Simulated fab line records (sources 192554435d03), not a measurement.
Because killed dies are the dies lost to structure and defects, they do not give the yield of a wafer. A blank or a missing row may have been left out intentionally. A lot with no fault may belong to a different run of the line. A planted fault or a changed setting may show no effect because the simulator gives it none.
Matching of chambers + flow n5 finfet + 4 sister chambers for N5_GATE_CUT_STRIP_59 on rie diel-04
The step strips in N2/H2, time 20 s. 20 wafers are shown with their chamber, then 10 later ones without.

== WAFERS, EACH WITH ITS CHAMBER ==
| wafer  | chamber | showerhead plenum p Torr (Torr) | drypump motor current A (A) | oes product au (a.u.) |
|--------|---------|---------------------------------|-----------------------------|-----------------------|
| L075.1 | 0       | 3.51                            | 5.0                         | 0.74                  |
| L075.2 | 1       | 3.29                            | 5.2                         | 0.90                  |
| L075.5 | 2       | 3.52                            | 5.5                         | 0.79                  |
| L077.1 | 1       | 3.29                            | 5.2                         | 0.89                  |
| L077.3 | 0       | 3.51                            | 4.9                         | 0.74                  |
| L077.4 | 2       | 3.52                            | 5.5                         | 0.78                  |
| L079.2 | 3       | 3.20                            | 5.2                         | 0.68                  |
| L079.4 | 1       | 3.29                            | 5.2                         | 0.89                  |
| L079.6 | 0       | 3.51                            | 5.0                         | 0.74                  |
| L080.1 | 3       | 3.20                            | 5.2                         | 0.68                  |
| L080.2 | 0       | 3.51                            | 4.9                         | 0.74                  |
| L080.4 | 1       | 3.29                            | 5.2                         | 0.89                  |
| L086.4 | 0       | 3.51                            | 5.0                         | 0.73                  |
| L086.5 | 3       | 3.20                            | 5.2                         | 0.68                  |
| L086.6 | 0       | 3.51                            | 5.0                         | 0.74                  |
| L091.2 | 1       | 3.28                            | 5.2                         | 0.87                  |
| L091.3 | 0       | 3.50                            | 5.0                         | 0.73                  |
| L091.6 | 2       | 3.51                            | 5.5                         | 0.76                  |
| L092.1 | 0       | 3.50                            | 5.0                         | 0.72                  |
| L092.3 | 2       | 3.51                            | 5.5                         | 0.76                  |

SIGNATURES, as means of the wafers listed above
| reading                  | chamber 0 | chamber 1 | chamber 2 | chamber 3 | scatter within a chamber |
|--------------------------|-----------|-----------|-----------|-----------|--------------------------|
| showerhead plenum p Torr | 3.5075    | 3.2880    | 3.5150    | 3.2000    | 0.00454                  |
| drypump motor current A  | 4.975     | 5.200     | 5.500     | 5.200     | 0.0306                   |
| oes product au           | 0.7350    | 0.8880    | 0.7725    | 0.6800    | 0.00986                  |
Rule: a wafer's distance from a chamber is the root of the sum, over the readings, of the square of ((its reading less the chamber's mean) divided by the reading's scatter). If the next closest chamber is less than 2 further off than the closest, the wafer can't be placed; otherwise it belongs to the closest. The scatter: the root of (the sum of the squares of (reading less its chamber's mean) over the shown wafers, divided by (wafers less chambers)).

== WAFERS WITHOUT THEIR CHAMBER ==
| wafer  | showerhead plenum p Torr (Torr) | drypump motor current A (A) | oes product au (a.u.) |
|--------|---------------------------------|-----------------------------|-----------------------|
| L092.4 | 3.60                            | 5.2                         | 0.98                  |
| L094.1 | 3.50                            | 5.0                         | 0.73                  |
| L094.2 | 3.51                            | 5.5                         | 0.76                  |
| L094.6 | 3.51                            | 5.5                         | 0.76                  |
| L095.2 | 3.60                            | 5.2                         | 0.95                  |
| L095.3 | 3.51                            | 5.5                         | 0.76                  |
| L095.5 | 3.50                            | 5.0                         | 0.72                  |
| L097.1 | 3.60                            | 5.1                         | 0.92                  |
| L097.4 | 3.28                            | 5.2                         | 0.84                  |
| L097.6 | 3.50                            | 5.5                         | 0.74                  |

== WHICH CHAMBER EACH WENT THROUGH ==
| wafer  | from the rows above     | in truth                   |
|--------|-------------------------|----------------------------|
| L092.4 | 2                       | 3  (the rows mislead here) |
| L094.1 | 0                       | 0                          |
| L094.2 | 2                       | 2                          |
| L094.6 | 2                       | 2                          |
| L095.2 | 2                       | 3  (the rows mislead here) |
| L095.3 | 2                       | 2                          |
| L095.5 | 0                       | 0                          |
| L097.1 | can't be placed: 2 or 0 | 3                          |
| L097.4 | 1                       | 1                          |
| L097.6 | 2                       | 2                          |
Correctly placed: 7 of 10. Cannot be placed on the basis of these rows: 1; the candidates contain the true chamber in 0. 2 placed wrongly.
